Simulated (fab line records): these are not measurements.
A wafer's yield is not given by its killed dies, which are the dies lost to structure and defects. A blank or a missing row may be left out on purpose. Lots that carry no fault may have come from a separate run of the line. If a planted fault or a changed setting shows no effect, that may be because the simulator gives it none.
Which tool is to blame?	flow nand harc	24 lots, 72 wafers sampled, at 2 steps of a route of 1159

== WHAT THE GAUGES READ, wafer by wafer ==
NHARC_A_SGD_CUT_CD_MEAS_09: the cd target is 100 nm.
lot	measured	on	cd nm (nm)
L074	day 13 16:41	cd sem-02	100.1 100.5 99.7
L077	day 14 07:55	cd sem-03	99.9 100.2 100.0
L076	day 14 08:05	cd sem-03	100.3 100.3 99.5
L075	day 14 09:40	cd sem-03	100.4 100.1 100.2
L078	day 14 09:58	cd sem-02	99.1 99.7 99.3
L080	day 14 21:37	cd sem-02	99.8 99.9 99.8
L079	day 14 21:55	cd sem-02	99.7 99.6 99.8
L081	day 15 13:04	cd sem-03	100.8 100.2 99.8
L082	day 15 13:31	cd sem-02	99.6 99.1 99.5
L084	day 16 04:46	cd sem-01	99.7 99.4 99.9
L083	day 16 07:05	cd sem-01	99.8 99.9 99.2
L086	day 17 00:56	cd sem-01	100.0 100.8 100.5
L087	day 17 01:06	cd sem-02	100.2 100.6 100.3
L088	day 17 09:06	cd sem-01	99.7 99.8 99.8
L089	day 17 09:34	cd sem-03	99.9 100.3 100.1
L085	day 17 09:43	cd sem-03	99.8 101.3 100.9
L092	day 17 20:35	cd sem-03	100.7 99.9 100.6
L090	day 17 20:52	cd sem-02	99.3 100.0 100.2
L091	day 17 21:02	cd sem-03	100.0 99.3 100.0
L093	day 18 08:35	cd sem-01	99.2 99.6 99.8
L094	day 18 22:12	cd sem-01	99.7 100.1 100.2
L095	day 18 22:35	cd sem-03	99.0 100.0 99.7
L097	day 19 11:21	cd sem-02	99.8 99.6 100.0
L096	day 19 19:47	cd sem-02	99.5 100.0 99.8

NHARC_A_SGD_CUT_OVL_MEAS_10.
lot	measured	on	overlay x nm (nm)	overlay y nm (nm)
L074	day 13 16:46	overlay-02	0.0 0.1 0.0	-0.3 0.1 -0.7
L077	day 14 08:00	overlay-02	-0.3 -1.0 -0.7	-0.2 -0.4 0.0
L076	day 14 08:10	overlay-02	1.7 2.2 2.4	-1.7 -1.2 -1.0
L075	day 14 09:45	overlay-01	0.3 0.7 0.1	0.0 -0.5 0.3
L078	day 14 10:03	overlay-01	-0.9 -1.1 -0.5	0.3 -0.2 -0.1
L080	day 14 21:43	overlay-02	1.3 0.9 0.8	1.2 1.6 0.7
L079	day 14 22:00	overlay-02	0.9 0.9 1.0	0.5 0.9 0.9
L081	day 15 13:09	overlay-01	1.2 1.1 1.1	0.4 -0.2 -0.2
L082	day 15 13:37	overlay-02	-0.5 -0.5 -0.6	-0.3 -1.0 0.3
L084	day 16 04:52	overlay-01	-1.5 -0.8 -0.8	-1.2 -1.0 -1.0
L083	day 16 07:10	overlay-01	1.0 1.3 1.1	0.7 0.4 1.1
L086	day 17 01:02	overlay-02	-0.9 -0.9 -0.9	-0.2 0.1 -0.4
L087	day 17 01:11	overlay-01	0.5 1.0 1.1	0.3 -0.8 -0.6
L088	day 17 09:11	overlay-01	0.7 1.4 0.3	0.0 0.5 0.0
L089	day 17 09:38	overlay-02	-2.8 -2.3 -1.6	0.7 0.0 0.9
L085	day 17 09:48	overlay-01	0.4 0.1 0.5	0.6 0.3 1.1
L092	day 17 20:40	overlay-01	0.5 0.4 0.1	-1.5 -2.1 -2.0
L090	day 17 20:58	overlay-02	-0.4 -0.1 -0.2	-0.4 -0.7 -0.4
L091	day 17 21:08	overlay-02	-1.3 -0.9 -1.0	-0.7 -0.5 -1.3
L093	day 18 08:41	overlay-01	-0.6 -0.2 0.0	0.9 0.8 0.7
L094	day 18 22:17	overlay-01	-0.2 0.3 -0.3	-0.2 -0.3 0.6
L095	day 18 22:40	overlay-01	-1.7 -1.3 -1.1	-0.4 -0.2 -0.7
L097	day 19 11:26	overlay-01	-1.1 -0.6 -0.5	0.3 0.0 0.1
L096	day 19 19:52	overlay-01	-0.4 -0.7 -1.2	-0.5 -0.5 -0.2

== EACH LOT AND THE TOOL THAT RAN IT (in order: tool; ch and the chambers of the sampled wafers; start) ==
The record holds no process step before these readings.

== WHAT THE TOOLS THEMSELVES READ (means of the sampled wafers that have a number; where no wafer has one, the mark that the record gives instead) ==
The record holds no such reading with a usual standard deviation.

== THE ANSWER, worked out from the rows above alone ==
Rule: usual is defined by the lots themselves. Put in order of their means at a reading, lots are off if they are a third of the lots or fewer, leave a main group of 4 or more, and stand apart from it by a gap of 3 or more times the standard deviation of the main group's means; of several such gaps the widest counts. If all means in a main group match to the digits the tables above print for the reading, that group is not used. A lot without any number at a reading at which 4 lots or more have one is off too. All remaining lots with rows at the step are treated as sound. After the gauges, taken in route order, come the tools' own readings; for these a lot's mean is taken, as printed above. At the first step where some lot is off, the reading lying furthest off is the one used; lots without a number count as furthest.
No lot is off on any of the readings shown, so nothing can be concluded from this.

== WHAT THE SIMULATOR HAD INSERTED ==
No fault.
